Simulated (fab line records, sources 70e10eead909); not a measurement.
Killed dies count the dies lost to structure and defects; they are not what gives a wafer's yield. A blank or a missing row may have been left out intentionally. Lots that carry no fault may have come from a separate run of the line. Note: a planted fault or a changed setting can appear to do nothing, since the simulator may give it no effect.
fab line records	flow nand_harc
record: lots: 24	wafers: 72	last_day: 25
route steps=1159 shown P_BONDPAD@377 A_ONON_D1@433 A_CHANNEL_HOLE_D1@476 A_CHANNEL_FILL_D1@496
lots with no fault: from the same line, run without faults
start_h: start of the lot's first displayed wafer, in hours after the record's first day	wait_h: hours from the lot's prior step to this one	" unchanged from the row above	L1.1+2: several wafers, shown together as one row	- no value present, or no start provided	* or withheld: withheld	< > ~ a bound
route shown NAME@n: a module of which the file shows steps, and the number in the route of the first	usual: average and standard deviation across the fault-free wafers	same: alike in all rows	chamber/n: place in a boat	sites: the reading at each site	_std_site: how widely they spread, as a standard deviation	_edge_site: outer sites' mean less inner sites'	radius_mm: for every site, how far away it sits from the centre of the wafer	mask NAME#n: copy n	behind: the tool/chamber that last shaped the wafer	hold: why the lot was held/for how many hours/how that ended	device: whichever transistor did not switch (one of n, p or np)	end of line: tests of these same wafers at the route's end	a step given without rows: its recipe and nothing more	killed: the dies lost at the first sort to structure and to defects; this is not the yield of the wafer	map: a wafer's dies, marking killed ones x, the rest . and places with no die _
set.NAME: the setting as run; set.NAME@STEP: as run at that earlier step	model.NAME: the simulator's own value behind a step, which no gauge read
one table for each step of the route and one row for each wafer, over a sample of lots
services: when a tool's chamber went out of use (start_h, in hours from the record's first day, below 0 if earlier), for how many hours, and the reason
== steps ==
step: NHARC_P_BONDPAD_PVD_27
recipe: target_thk_a: 300	chamber_pressure_pa: 5	power_w: 5000	substrate_temp_c: 30	time_s: 20.49	material: Cu
usual: throttle_valve_pct: 30.2/0.8
lot.wafer	tool	chamber	start_h	wait_h	throttle_valve_pct
L074.1	pvd_sputter-03	-	129.21	-	29.4
L074.4	"	-	"	"	31.1
L074.5	"	-	"	"	30.5
L075.3	pvd_sputter-02	-	-	-	30.3
L075.1	"	-	"	"	29.5
L075.6	"	-	"	"	30.3
L077.4	pvd_sputter-03	-	-	-	31.1
L077.2	"	-	"	"	30.1
L077.5	"	-	"	"	31.2
L076.4	pvd_sputter-03	-	-	-	30.1
L076.2	"	-	"	"	31.2
L076.6	"	-	"	"	30.5
L078.4	pvd_sputter-03	-	-	-	31.2
L078.1	"	-	"	"	30.3
L078.3	"	-	"	"	29.5
L080.2	pvd_sputter-02	-	-	-	29.6
L080.5	"	-	"	"	29.2
L080.6	"	-	"	"	30.4
L079.3	pvd_sputter-03	-	-	-	30.2
L079.2	"	-	"	"	30.9
L079.6	"	-	"	"	30.3
L081.1	pvd_sputter-01	-	-	-	29.9
L081.4	"	-	"	"	28.8
L081.6	"	-	"	"	29.8
L082.3	pvd_sputter-03	-	-	-	29.4
L082.2	"	-	"	"	30.1
L082.5	"	-	"	"	31.4
L083.1	pvd_sputter-03	-	-	-	31.2
L083.3	"	-	"	"	30.4
L083.2	"	-	"	"	29.4
L084.1	pvd_sputter-01	-	-	-	28.4
L084.2	"	-	"	"	29.5
L084.6	"	-	"	"	28.2
L085.1	pvd_sputter-02	-	-	-	30.6
L085.3	"	-	"	"	30.7
L085.6	"	-	"	"	30.5
L086.4	pvd_sputter-03	-	-	-	29.8
L086.1	"	-	"	"	31.3
L086.6	"	-	"	"	30.1
L087.4	pvd_sputter-01	-	-	-	31.0
L087.3	"	-	"	"	29.8
L087.5	"	-	"	"	29.7
L089.3	pvd_sputter-03	-	-	-	30.5
L089.5	"	-	"	"	29.8
L089.6	"	-	"	"	31.3
L088.3	pvd_sputter-03	-	-	-	30.4
L088.1	"	-	"	"	31.1
L088.6	"	-	"	"	30.3
L090.1	pvd_sputter-01	-	-	-	30.7
L090.3	"	-	"	"	30.5
L090.6	"	-	"	"	28.4
L091.3	pvd_sputter-02	-	-	-	29.0
L091.4	"	-	"	"	30.2
L091.1	"	-	"	"	29.5
L092.1	pvd_sputter-02	-	-	-	29.8
L092.3	"	-	"	"	30.5
L092.6	"	-	"	"	29.6
L093.2	pvd_sputter-02	-	-	-	29.7
L093.4	"	-	"	"	29.7
L093.5	"	-	"	"	29.2
L094.3	pvd_sputter-01	-	-	-	28.4
L094.1	"	-	"	"	29.8
L094.5	"	-	"	"	30.8
L095.3	pvd_sputter-02	-	-	-	29.7
L095.1	"	-	"	"	29.2
L095.2	"	-	"	"	29.6
L096.1	pvd_sputter-02	-	-	-	30.8
L096.6	"	-	"	"	30.6
L096.5	"	-	"	"	29.8
L097.2	pvd_sputter-03	-	-	-	31.5
L097.3	"	-	"	"	30.2
L097.5	"	-	"	"	31.3
step: NHARC_A_ONON_D1_THK_MEAS_14
recipe: thk_meas_gauge: ellipsometry
usual: thk_nm: 996/7.8
lot.wafer	tool	chamber	start_h	wait_h	thk_nm
L075.1	film_metro-01	-	156.99	-	995
L075.3	"	-	"	"	994
L075.6	"	-	"	"	996
L074.1	film_metro-02	-	157.20	-	1000
L074.4	"	-	"	"	997
L074.5	"	-	"	"	999
L077.2	film_metro-01	-	176.85	-	1003
L077.4	"	-	"	"	1002
L077.5	"	-	"	"	1002
L078.1	film_metro-02	-	176.86	-	1010
L078.3	"	-	"	"	1010
L078.4	"	-	"	"	1010
L076.2	film_metro-01	-	176.87	-	1008
L076.4	"	-	"	"	1007
L076.6	"	-	"	"	1008
L080.2	film_metro-02	-	187.36	-	992
L080.5	"	-	"	"	992
L080.6	"	-	"	"	992
L079.2	film_metro-01	-	187.57	-	982
L079.3	"	-	"	"	981
L079.6	"	-	"	"	981
L081.1	film_metro-01	-	203.84	-	995
L081.4	"	-	"	"	996
L081.6	"	-	"	"	999
L082.2	film_metro-02	-	210.70	-	984
L082.3	"	-	"	"	985
L082.5	"	-	"	"	984
L083.1	film_metro-02	-	215.85	-	985
L083.2	"	-	"	"	987
L083.3	"	-	"	"	987
L084.1	film_metro-02	-	222.06	-	991
L084.2	"	-	"	"	992
L084.6	"	-	"	"	992
L085.1	film_metro-02	-	222.07	-	986
L085.3	"	-	"	"	988
L085.6	"	-	"	"	986
L086.1	film_metro-01	-	244.53	-	989
L086.4	"	-	"	"	990
L086.6	"	-	"	"	991
L087.3	film_metro-02	-	244.58	-	997
L087.4	"	-	"	"	999
L087.5	"	-	"	"	999
L089.3	film_metro-01	-	244.59	-	985
L089.5	"	-	"	"	987
L089.6	"	-	"	"	986
L088.1	film_metro-02	-	249.24	-	1005
L088.3	"	-	"	"	1007
L088.6	"	-	"	"	1007
L090.1	film_metro-01	-	262.62	-	993
L090.3	"	-	"	"	994
L090.6	"	-	"	"	995
L091.1	film_metro-02	-	262.69	-	997
L091.3	"	-	"	"	998
L091.4	"	-	"	"	997
L092.1	film_metro-01	-	271.50	-	996
L092.3	"	-	"	"	997
L092.6	"	-	"	"	997
L094.1	film_metro-02	-	281.71	-	999
L094.3	"	-	"	"	1001
L094.5	"	-	"	"	999
L093.2	film_metro-01	-	281.72	-	992
L093.4	"	-	"	"	993
L093.5	"	-	"	"	992
L095.1	film_metro-02	-	291.11	-	1000
L095.2	"	-	"	"	1001
L095.3	"	-	"	"	1002
L096.1	film_metro-02	-	291.23	-	1008
L096.5	"	-	"	"	1007
L096.6	"	-	"	"	1008
L097.2	film_metro-01	-	297.21	-	1000
L097.3	"	-	"	"	1000
L097.5	"	-	"	"	999
step: NHARC_A_CHANNEL_HOLE_D1_ETCH_24
recipe: bias_v: 5000	source_w: withheld	pressure_mtorr: 20	time_s: 906.2	ar_flow_sccm: 375	c4f8_flow_sccm: 93.8	o2_flow_sccm: 31.2	temp_c: -20	target_depth_a: 15000	chemistry: C4F8/O2/Ar
usual: c4f8_flow_sccm: 93.78/0.28	chamber_pressure_mTorr: 19.999/0.019	drypump_motor_current_A: 5.6/0.36	he_backside_leak_sccm: 5.8/0.81	showerhead_plenum_p_Torr: 3.74/0.07	temp_c: -20.01/0.1	throttle_valve_pct: 32.235/0.0089
lot.wafer	tool	chamber	start_h	wait_h	c4f8_flow_sccm	chamber_pressure_mTorr	drypump_motor_current_A	he_backside_leak_sccm	rf_hours_counter_h	showerhead_plenum_p_Torr	temp_c	throttle_valve_pct
L074.1	har_etch-02	0	175.60	0.6	93.74	19.993	5.6	5.6	101	3.70	-20.07	32.239
L074.4	"	1	"	"	93.88	20.053	5.9	5.0	-	3.68	-20.17	32.249
L074.5	"	0	"	"	93.43	20.001	5.6	5.5	-	3.70	-20.10	32.239
L075.1	har_etch-01	0	177.88	0.6	93.90	20.013	5.0	5.3	184	3.82	-20.05	32.244
L075.3	"	1	"	"	94.07	19.986	5.8	6.3	-	3.82	-20.18	32.228
L075.6	"	0	"	"	93.81	19.992	4.9	5.4	-	3.82	-19.90	32.229
L078.1	har_etch-02	0	193.28	0.6	93.57	19.995	5.6	5.6	108	3.69	-19.78	32.230
L078.3	"	0	"	"	93.49	19.983	5.6	5.6	-	3.69	-19.88	32.238
L078.4	"	1	"	"	93.29	20.010	5.9	4.4	-	3.68	-20.07	32.243
L076.2	har_etch-01	1	193.30	0.6	93.30	20.015	5.8	6.0	190	3.82	-20.04	32.235
L076.4	"	1	"	"	93.57	19.989	5.8	6.2	-	3.82	-20.02	32.250
L076.6	"	1	"	"	93.78	19.980	5.8	6.3	-	3.82	-19.97	32.237
L077.2	har_etch-01	0	197.48	0.6	93.90	19.992	5.0	5.3	194	3.82	-19.93	32.232
L077.4	"	0	"	"	93.80	19.993	5.0	5.5	-	3.82	-20.17	32.237
L077.5	"	1	"	"	94.30	19.968	5.8	6.6	-	3.82	-19.98	32.244
L080.2	har_etch-02	0	206.98	0.6	93.49	20.000	5.6	5.3	115	3.69	-20.06	32.244
L080.6	"	1	"	"	94.00	20.007	5.9	5.1	-	3.68	-20.14	32.248
L080.5	"	0	"	"	93.69	20.003	5.6	5.7	-	3.69	-20.04	32.239
L079.2	har_etch-01	1	208.48	0.6	94.25	19.999	5.8	6.5	198	3.82	-20.12	32.251
L079.3	"	0	"	"	93.89	20.019	5.0	5.2	-	3.82	-19.83	32.231
L079.6	"	0	"	"	93.84	19.951	5.0	5.3	-	3.82	-19.96	32.220
L081.1	har_etch-01	1	220.23	0.6	93.97	19.993	5.8	6.6	203	3.81	-20.10	32.221
L081.4	"	0	"	"	93.88	20.038	5.0	5.5	-	3.81	-20.12	32.242
L081.6	"	0	"	"	93.11	19.960	4.9	5.7	-	3.81	-19.90	32.243
L082.2	har_etch-02	0	227.29	0.6	93.60	19.996	5.6	5.7	123	3.68	-20.02	32.233
L082.3	"	0	"	"	93.50	19.976	5.6	5.8	-	3.68	-20.00	32.223
L082.5	"	1	"	"	93.71	19.995	5.9	5.1	-	3.67	-20.08	32.251
L083.1	har_etch-01	1	234.09	0.6	93.69	20.011	5.8	7.2	208	3.81	-19.81	32.236
L083.2	"	0	"	"	93.99	19.996	5.0	5.4	208	3.81	-19.97	32.240
L083.3	"	0	"	"	94.11	19.973	4.9	5.3	-	3.81	-20.07	32.227
L084.2	har_etch-02	0	238.02	0.6	93.67	20.014	5.6	5.8	127	3.68	-20.20	32.231
L084.1	"	1	"	"	93.73	20.006	5.9	5.3	127	3.67	-20.03	32.235
L084.6	"	0	"	"	93.57	19.977	5.6	6.0	-	3.68	-20.16	32.229
L085.1	har_etch-01	1	238.65	0.6	93.97	20.007	5.8	6.9	212	3.81	-20.12	32.227
L085.3	"	1	"	"	93.97	20.013	5.8	6.8	-	3.81	-20.23	32.212
L085.6	"	0	"	"	93.57	19.978	4.9	5.6	-	3.81	-19.99	32.238
L086.1	har_etch-02	0	262.72	0.6	94.27	20.021	5.6	5.6	134	3.68	-20.00	32.224
L086.4	"	0	"	"	93.65	19.980	5.6	9.0	-	3.68	-20.04	32.228
L086.6	"	1	"	"	93.77	20.021	5.9	5.1	-	3.67	-20.05	32.236
L087.3	har_etch-01	1	263.10	0.6	94.07	20.010	5.8	6.5	-	3.80	-20.05	32.225
L087.4	"	0	"	"	93.59	20.000	5.0	5.3	-	3.80	-20.05	32.230
L087.5	"	1	"	"	93.95	20.008	5.8	6.6	-	3.80	-20.17	32.232
L089.3	har_etch-02	1	267.13	0.6	93.89	19.978	5.9	5.2	-	3.66	-19.88	32.235
L089.6	"	0	"	"	93.90	20.036	5.6	10.2	-	3.68	-20.03	32.233
L089.5	"	1	"	"	93.93	19.985	5.8	4.9	-	3.66	-19.93	32.224
L088.1	har_etch-01	0	270.51	0.6	93.85	20.001	5.0	5.7	226	3.80	-19.87	32.224
L088.3	"	0	"	"	93.94	19.983	4.9	5.3	-	3.80	-19.79	32.240
L088.6	"	0	"	"	93.87	20.056	5.0	5.3	-	3.80	-19.76	32.225
L091.1	har_etch-01	0	278.91	0.6	93.87	20.005	5.0	5.6	230	3.80	-20.03	32.240
L091.3	"	0	"	"	93.65	19.979	5.0	5.7	-	3.80	-19.93	32.237
L091.4	"	1	"	"	94.10	19.985	5.8	6.9	-	3.80	-20.02	32.241
L090.1	har_etch-02	1	279.09	0.6	94.26	19.989	5.9	5.2	145	3.66	-19.92	32.244
L090.3	"	1	"	"	94.23	19.985	5.9	5.1	-	3.66	-19.81	32.236
L090.6	"	1	"	"	94.21	20.001	5.9	5.1	-	3.66	-19.86	32.236
L092.1	har_etch-01	0	289.69	0.6	93.48	20.009	5.0	5.5	234	3.80	-19.97	32.236
L092.3	"	1	"	"	94.05	20.008	5.8	6.7	-	3.80	-20.03	32.244
L092.6	"	1	"	"	94.14	19.956	5.8	6.5	-	3.80	-19.93	32.221
L094.1	har_etch-02	0	299.19	0.6	94.07	20.022	5.6	5.8	150	3.67	-19.88	32.249
L094.3	"	0	"	"	94.08	20.007	5.5	5.5	-	3.67	-19.88	32.230
L094.5	"	0	"	"	93.58	20.030	5.5	5.6	-	3.67	-19.76	32.230
L093.2	har_etch-01	0	299.98	0.6	93.89	19.999	5.0	5.6	239	3.79	-20.04	32.219
L093.4	"	0	"	"	94.03	19.989	5.0	5.4	-	3.79	-20.16	32.235
L093.5	"	1	"	"	94.01	20.006	5.8	6.5	-	3.79	-19.95	32.232
L096.1	har_etch-02	0	310.15	0.6	93.37	20.008	5.6	5.5	156	3.67	-19.95	32.227
L096.5	"	1	"	"	93.59	20.022	5.9	5.1	-	3.65	-20.16	32.242
L096.6	"	0	"	"	93.97	20.000	5.6	5.6	-	3.67	-20.07	32.239
L095.2	har_etch-02	0	314.19	0.6	93.91	19.991	5.6	5.9	160	3.66	-20.00	32.231
L095.1	"	1	"	"	94.01	19.974	5.9	5.1	160	3.65	-20.22	32.237
L095.3	"	1	"	"	93.97	19.973	5.9	5.1	-	3.65	-20.19	32.239
L097.2	har_etch-02	1	323.36	0.6	93.77	19.967	5.9	5.4	168	3.65	-19.95	32.250
L097.3	"	1	"	"	93.79	19.995	5.9	5.1	-	3.65	-20.01	32.259
L097.5	"	0	"	"	93.87	20.024	5.6	6.0	-	3.66	-20.01	32.245
step: NHARC_A_CHANNEL_HOLE_D1_XSEM_31
recipe: landing_energy_ev: 35000
usual: bot_cd_nm: 74.6/1.4	bow_nm: 8.55/0.25	tilt_deg: 0.07/0.04
lot.wafer	tool	chamber	start_h	wait_h	bot_cd_nm	bow_nm	tilt_deg
L074.1	xsem-01	0	179.11	0.1	74.3	8.51	0.05
L074.4	"	0	"	"	75.5	8.48	0.05
L074.5	"	0	"	"	75.0	8.44	0.05
L075.1	xsem-02	0	181.36	0.1	76.0	8.22	0.12
L075.3	"	0	"	"	76.8	8.20	0.12
L075.6	"	0	"	"	74.8	8.16	0.12
L076.2	xsem-01	0	196.66	0.1	72.9	8.87	0.04
L076.4	"	0	"	"	72.3	8.83	0.04
L076.6	"	0	"	"	72.2	8.87	0.04
L078.1	xsem-02	0	196.89	0.1	74.0	8.57	0.05
L078.3	"	0	"	"	72.5	8.56	0.06
L078.4	"	0	"	"	71.7	8.58	0.06
L077.2	xsem-01	0	200.85	0.1	74.5	8.41	0.05
L077.4	"	0	"	"	75.4	8.40	0.05
L077.5	"	0	"	"	73.8	8.44	0.05
L080.2	xsem-02	0	210.33	0.1	74.3	8.53	0.15
L080.5	"	0	"	"	74.8	8.45	0.15
L080.6	"	0	"	"	75.3	8.57	0.15
L079.2	xsem-01	0	212.11	0.1	73.6	8.91	0.07
L079.3	"	0	"	"	75.7	8.92	0.07
L079.6	"	0	"	"	76.9	8.97	0.07
L081.1	xsem-02	0	223.87	0.1	73.1	8.19	0.06
L081.4	"	0	"	"	72.4	8.27	0.06
L081.6	"	0	"	"	73.3	8.31	0.06
L082.2	xsem-01	0	230.66	0.1	74.9	8.55	0.12
L082.3	"	0	"	"	72.6	8.55	0.12
L082.5	"	0	"	"	71.9	8.60	0.12
L083.1	xsem-02	0	237.71	0.1	75.7	8.47	0.05
L083.2	"	0	"	"	74.5	8.50	0.05
L083.3	"	0	"	"	75.1	8.46	0.05
L084.1	xsem-01	0	241.65	0.1	76.1	8.67	0.04
L084.2	"	0	"	"	74.7	8.59	0.04
L084.6	"	0	"	"	76.0	8.55	0.04
L085.1	xsem-02	0	242.01	0.1	73.0	8.68	0.06
L085.3	"	0	"	"	75.9	8.55	0.06
L085.6	"	0	"	"	73.1	8.63	0.07
L086.1	xsem-01	0	266.07	0.1	74.5	8.33	0.10
L086.4	"	0	"	"	75.9	8.36	0.10
L086.6	"	0	"	"	75.5	8.34	0.10
L087.3	xsem-02	0	266.33	0.1	74.3	8.86	0.09
L087.4	"	0	"	"	77.1	8.87	0.09
L087.5	"	0	"	"	75.2	8.90	0.09
L089.3	xsem-01	0	270.24	0.1	74.6	8.12	-0.02
L089.5	"	0	"	"	74.9	8.15	-0.02
L089.6	"	0	"	"	76.6	8.16	-0.02
L088.1	xsem-02	0	273.90	0.1	75.1	8.70	0.03
L088.3	"	0	"	"	75.1	8.70	0.03
L088.6	"	0	"	"	73.6	8.61	0.03
L091.1	xsem-01	0	282.42	0.1	75.7	8.71	-0.02
L091.3	"	0	"	"	73.7	8.72	-0.02
L091.4	"	0	"	"	73.9	8.74	-0.02
L090.1	xsem-02	0	282.71	0.1	73.9	8.11	0.09
L090.3	"	0	"	"	71.5	8.15	0.09
L090.6	"	0	"	"	76.3	8.13	0.09
L092.1	xsem-01	0	293.03	0.1	76.3	8.96	0.10
L092.3	"	0	"	"	75.7	8.97	0.10
L092.6	"	0	"	"	75.4	9.02	0.10
L094.1	xsem-01	0	302.65	0.1	76.4	8.65	0.04
L094.3	"	0	"	"	73.4	8.67	0.04
L094.5	"	0	"	"	74.6	8.58	0.04
L093.2	xsem-01	0	303.35	0.1	75.2	8.22	0.10
L093.4	"	0	"	"	73.6	8.29	0.10
L093.5	"	0	"	"	75.7	8.26	0.10
L096.1	xsem-01	0	313.65	0.1	72.0	8.57	0.09
L096.5	"	0	"	"	74.2	8.52	0.09
L096.6	"	0	"	"	72.1	8.59	0.09
L095.1	xsem-02	0	317.83	0.1	74.6	8.33	0.06
L095.2	"	0	"	"	75.6	8.36	0.06
L095.3	"	0	"	"	74.0	8.35	0.06
L097.2	xsem-01	0	326.98	0.1	74.6	8.88	0.07
L097.3	"	0	"	"	73.2	8.86	0.07
L097.5	"	0	"	"	74.6	8.90	0.07
step: NHARC_A_CHANNEL_FILL_D1_ALD_16
recipe: target_thk_a: 15	pulse_time_s: 10	ald_cycles: 15	temp_c: 300	material: SiO2
usual: heater_power_w: 448/35	precursor_pulse_height_rel: 1.004/0.019
lot.wafer	tool	chamber	start_h	wait_h	heater_power_w	precursor_pulse_height_rel	since_wet_clean_h
L074.1	ald_hk-01	1	193.12	3.6	463	1.042	131
L074.4	"	2	"	"	533	1.011	131
L074.5	"	3	"	"	478	0.991	-
L075.1	ald_hk-01	1	193.86	0.1	458	1.003	132
L075.3	"	2	"	"	532	0.992	132
L075.6	"	1	"	"	464	0.993	-
L078.3	ald_hk-02	0	209.15	0.0	415	0.988	96
L078.1	"	2	"	"	445	1.022	96
L078.4	"	3	"	"	393	1.030	96
L076.4	ald_hk-04	1	209.17	0.1	436	1.002	13
L076.2	"	3	"	"	500	1.006	13
L076.6	"	1	"	"	431	0.992	-
L077.4	ald_hk-02	2	213.29	0.1	442	1.028	100
L077.2	"	3	"	"	396	1.040	100
L077.5	"	1	"	"	442	1.018	-
L079.3	ald_hk-02	0	225.76	0.1	420	1.019	113
L079.2	"	2	"	"	443	0.997	113
L079.6	"	0	"	"	415	1.020	-
L080.2	ald_hk-04	2	225.76	0.1	414	0.996	30
L080.5	"	2	"	"	416	0.997	-
L080.6	"	3	"	"	493	0.975	-
L081.1	ald_hk-02	3	238.46	1.9	397	1.003	126
L081.4	"	2	"	"	456	1.011	126
L081.6	"	0	"	"	413	1.025	-
L082.3	ald_hk-01	2	243.82	0.1	526	0.972	4
L082.2	"	0	"	"	466	0.981	4
L082.5	"	2	"	"	528	1.007	-
L083.1	ald_hk-02	0	251.04	0.1	416	0.992	138
L083.2	"	1	"	"	450	0.985	138
L083.3	"	3	"	"	391	0.981	138
L084.1	ald_hk-02	2	254.19	0.0	451	1.013	141
L084.2	"	3	"	"	400	1.031	141
L084.6	"	3	"	"	388	1.005	-
L085.3	ald_hk-04	2	254.20	0.0	409	0.971	58
L085.1	"	1	"	"	439	1.027	58
L085.6	"	2	"	"	402	1.015	-
L087.4	ald_hk-01	1	281.21	2.6	461	1.030	41
L087.3	"	2	"	"	518	1.038	41
L087.5	"	0	"	"	476	1.018	-
L086.4	ald_hk-04	2	281.34	2.8	409	1.009	85
L086.1	"	0	"	"	426	0.999	85
L086.6	"	3	"	"	493	1.003	-
L089.3	ald_hk-01	2	286.36	0.1	515	1.020	46
L089.5	"	0	"	"	457	1.002	-
L089.6	"	1	"	"	468	1.028	-
L088.1	ald_hk-04	2	286.36	0.1	410	1.016	90
L088.3	"	3	"	"	516	0.971	90
L088.6	"	1	"	"	434	1.006	-
L091.4	ald_hk-02	2	294.97	0.1	439	0.979	4
L091.3	"	3	"	"	419	1.001	4
L091.1	"	0	"	"	417	1.020	4
L090.1	ald_hk-01	2	294.98	0.1	523	0.957	55
L090.3	"	0	"	"	459	1.018	55
L090.6	"	2	"	"	532	0.999	-
L092.3	ald_hk-02	0	305.51	0.0	417	1.009	14
L092.1	"	1	"	"	460	0.995	14
L092.6	"	0	"	"	409	1.020	-
L094.1	ald_hk-02	2	315.65	0.0	456	0.977	25
L094.3	"	0	"	"	417	0.990	25
L094.5	"	3	"	"	420	0.985	-
L093.2	ald_hk-04	3	315.66	0.0	502	1.025	120
L093.4	"	1	"	"	442	1.011	120
L093.5	"	0	"	"	412	1.029	-
L096.1	ald_hk-04	3	327.33	1.2	503	0.984	131
L096.6	"	0	"	"	426	0.998	-
L096.5	"	1	"	"	444	0.980	-
L095.1	ald_hk-02	2	331.27	0.0	462	1.032	40
L095.2	"	3	"	"	428	0.996	40
L095.3	"	0	"	"	417	1.020	40
L097.2	ald_hk-01	0	339.60	0.1	468	0.959	99
L097.3	"	2	"	"	534	1.016	100
L097.5	"	0	"	"	461	1.000	-
step: NHARC_A_CHANNEL_FILL_D1_ETCHBACK_19
recipe: target_depth_a: 50	time_s: 1.7	hbr_flow_sccm: 150	cl2_flow_sccm: 50	rf_w: 400	icp_w: 400	bias_w: 100	chemistry: HBr/Cl2
usual: chamber_pressure_mTorr: 15.001/0.014	drypump_motor_current_A: 5.8/0.37	he_backside_leak_sccm: 2.7/0.31	oes_product_au: 1.002/0.01	throttle_valve_pct: 26.406/0.0098
lot.wafer	tool	chamber	start_h	wait_h	chamber_pressure_mTorr	drypump_motor_current_A	he_backside_leak_sccm	oes_product_au	rf_hours_counter_h	throttle_valve_pct
L075.1	rie_si-02	2	204.85	0.4	15.004	6.6	2.8	0.990	1.5	26.419
L075.3	"	3	"	"	15.009	5.7	2.5	1.015	1.5	26.400
L075.6	"	1	"	"	15.008	5.9	2.4	0.990	-	26.416
L074.1	rie_si-04	2	204.87	0.4	15.001	5.6	2.9	0.996	0.7	26.394
L074.4	"	0	"	"	14.990	5.2	2.5	0.998	0.7	26.398
L074.5	"	1	"	"	14.999	5.9	2.6	1.003	-	26.402
L078.3	rie_si-04	2	221.03	0.4	14.986	5.6	2.9	0.998	0.9	26.409
L078.4	"	3	"	"	15.001	5.7	2.8	1.015	1.0	26.391
L078.1	"	0	"	"	15.003	5.2	2.2	0.987	1.0	26.388
L076.4	rie_si-02	2	221.05	0.4	15.005	6.6	2.8	0.997	0	26.424
L076.2	"	3	"	"	15.006	5.7	3.6	1.024	0	26.410
L076.6	"	0	"	"	14.985	5.4	2.5	0.999	-	26.411
L077.4	rie_si-02	1	226.03	0.4	14.999	5.9	2.4	1.004	0.0	26.414
L077.2	"	3	"	"	14.996	5.7	2.5	1.005	0.0	26.405
L077.5	"	2	"	"	14.987	6.6	2.8	1.008	-	26.399
L079.2	rie_si-02	2	237.61	0.4	14.987	6.6	2.9	0.993	0.1	26.415
L079.3	"	1	"	"	15.003	5.9	2.3	1.008	0.1	26.410
L079.6	"	3	"	"	15.011	5.7	2.4	1.017	-	26.413
L080.2	rie_si-04	0	237.64	0.4	14.995	5.3	2.5	0.999	1.1	26.413
L080.6	"	1	"	"	14.999	5.9	2.7	1.001	-	26.390
L080.5	"	2	"	"	15.010	5.6	2.8	0.994	-	26.416
L081.4	rie_si-05	2	250.63	0.4	14.999	5.4	2.2	0.996	0	26.391
L081.1	"	3	"	"	15.006	6.2	2.9	1.006	0	26.394
L081.6	"	0	"	"	15.016	6.1	2.8	1.006	-	26.394
L082.2	rie_si-04	3	256.47	0.4	15.017	5.6	2.9	1.003	1.3	26.419
L082.3	"	2	"	"	14.977	5.6	2.8	1.010	1.3	26.405
L082.5	"	0	"	"	15.020	5.3	2.4	0.988	-	26.410
L083.1	rie_si-02	0	265.66	0.4	15.007	5.4	2.3	1.004	0.5	26.415
L083.3	"	1	"	"	14.995	6.0	2.3	1.014	0.4	26.403
L083.2	"	2	"	"	15.006	6.6	3.0	1.005	0.4	26.413
L084.1	rie_si-05	3	265.68	0.4	14.983	6.3	2.9	1.006	0.1	26.397
L084.2	"	0	"	"	14.970	6.1	2.8	0.987	0.2	26.424
L084.6	"	2	"	"	15.006	5.4	2.3	0.990	-	26.398
L085.1	rie_si-05	0	265.73	0.4	15.003	6.1	2.8	1.004	0.2	26.396
L085.3	"	3	"	"	14.984	6.2	2.8	1.008	0.2	26.413
L085.6	"	0	"	"	15.005	6.1	2.7	0.999	-	26.408
L086.1	rie_si-02	1	294.75	0.4	14.987	5.9	2.4	1.014	0.7	26.394
L086.4	"	2	"	"	14.980	6.6	2.8	1.011	0.7	26.382
L086.6	"	2	"	"	14.985	6.6	2.8	1.004	-	26.419
L087.3	rie_si-04	0	294.77	0.4	15.001	5.2	2.4	0.998	0.0	26.404
L087.4	"	1	"	"	14.986	5.9	2.9	1.017	0.1	26.415
L087.5	"	3	"	"	14.985	5.6	2.9	1.029	-	26.398
L089.3	rie_si-02	3	297.96	0.4	14.977	5.6	2.7	1.001	0.6	26.407
L089.6	"	1	"	"	15.023	5.9	2.5	1.017	-	26.405
L089.5	"	2	"	"	14.998	6.6	2.7	1.012	-	26.400
L088.1	rie_si-04	2	297.96	0.4	14.975	5.6	2.8	0.992	0.1	26.414
L088.3	"	3	"	"	14.990	5.6	3.1	1.016	0.1	26.423
L088.6	"	1	"	"	14.987	5.9	2.5	1.018	-	26.404
L091.3	rie_si-05	1	306.85	0.4	15.027	5.9	2.8	0.985	0.6	26.417
L091.4	"	3	"	"	14.996	6.2	2.8	0.990	0.5	26.405
L091.1	"	0	"	"	14.999	6.1	2.9	0.997	0.6	26.423
L090.1	rie_si-04	1	306.85	0.4	15.005	5.9	2.8	1.015	0.1	26.419
L090.3	"	3	"	"	14.986	5.6	2.8	1.004	0.1	26.413
L090.6	"	1	"	"	15.000	5.9	2.9	1.016	-	26.387
L092.3	rie_si-05	0	319.34	0.4	14.990	6.1	2.8	1.004	0.7	26.412
L092.1	"	1	"	"	15.014	5.8	2.9	0.980	0.8	26.417
L092.6	"	1	"	"	15.008	5.9	2.7	0.992	-	26.413
L094.1	rie_si-02	3	327.43	0.4	15.013	5.7	2.4	0.995	0.8	26.396
L094.3	"	2	"	"	15.024	6.6	2.9	1.008	1.0	26.400
L094.5	"	3	"	"	14.987	5.7	2.3	0.998	-	26.402
L093.4	rie_si-04	3	327.44	0.4	14.995	5.7	2.9	1.020	0.4	26.397
L093.2	"	0	"	"	15.021	5.2	2.6	1.008	0.4	26.412
L093.5	"	2	"	"	15.015	5.6	2.7	1.003	-	26.414
L096.1	rie_si-04	2	339.07	0.4	15.012	5.6	2.8	0.996	0.4	26.413
L096.5	"	0	"	"	15.016	5.3	2.6	0.999	-	26.426
L096.6	"	1	"	"	15.033	5.9	2.9	1.001	-	26.419
L095.2	rie_si-05	3	342.87	0.4	15.010	6.2	2.8	0.998	0.8	26.414
L095.1	"	0	"	"	15.000	6.1	2.9	1.004	1.0	26.408
L095.3	"	2	"	"	14.995	5.4	2.3	0.977	0.8	26.406
L097.3	rie_si-04	2	355.07	0.4	14.987	5.6	2.6	0.996	0.6	26.433
L097.2	"	0	"	"	15.019	5.2	2.5	0.989	0.6	26.389
L097.5	"	2	"	"	15.011	5.6	2.8	1.005	-	26.405
== services ==
tool	chamber	start_h	hours	kind
pvd_sputter-03	-	106.96	10.0	pm
ald_hk-04	-	123.23	0.8	repair
rie_si-05	2	125.52	6.7	repair
ald_hk-01	-	136.23	1.8	repair
ald_hk-04	-	149.23	1.1	repair
rie_si-02	1	151.33	1.0	repair
rie_si-04	1	164.42	4.0	repair
ald_hk-04	-	186.00	10.0	pm
rie_si-02	0	207.27	1.3	repair
rie_si-02	-	211.00	9.0	pm
pvd_sputter-02	-	214.00	10.0	pm
ald_hk-01	-	230.16	10.0	pm
rie_si-05	-	239.00	9.0	pm
rie_si-04	-	259.87	1.9	repair
rie_si-02	3	263.87	6.5	repair
rie_si-04	-	276.00	9.0	pm
pvd_sputter-03	-	277.34	1.6	repair
pvd_sputter-03	-	285.02	10.0	pm
pvd_sputter-02	-	290.14	3.0	repair
rie_si-02	-	299.15	0.6	repair
xsem-02	-	302.00	14.0	pm
har_etch-01	-	305.00	17.0	pm
har_etch-02	-	307.38	0.0	repair
rie_si-02	2	343.49	4.3	repair
== key ==
fault none
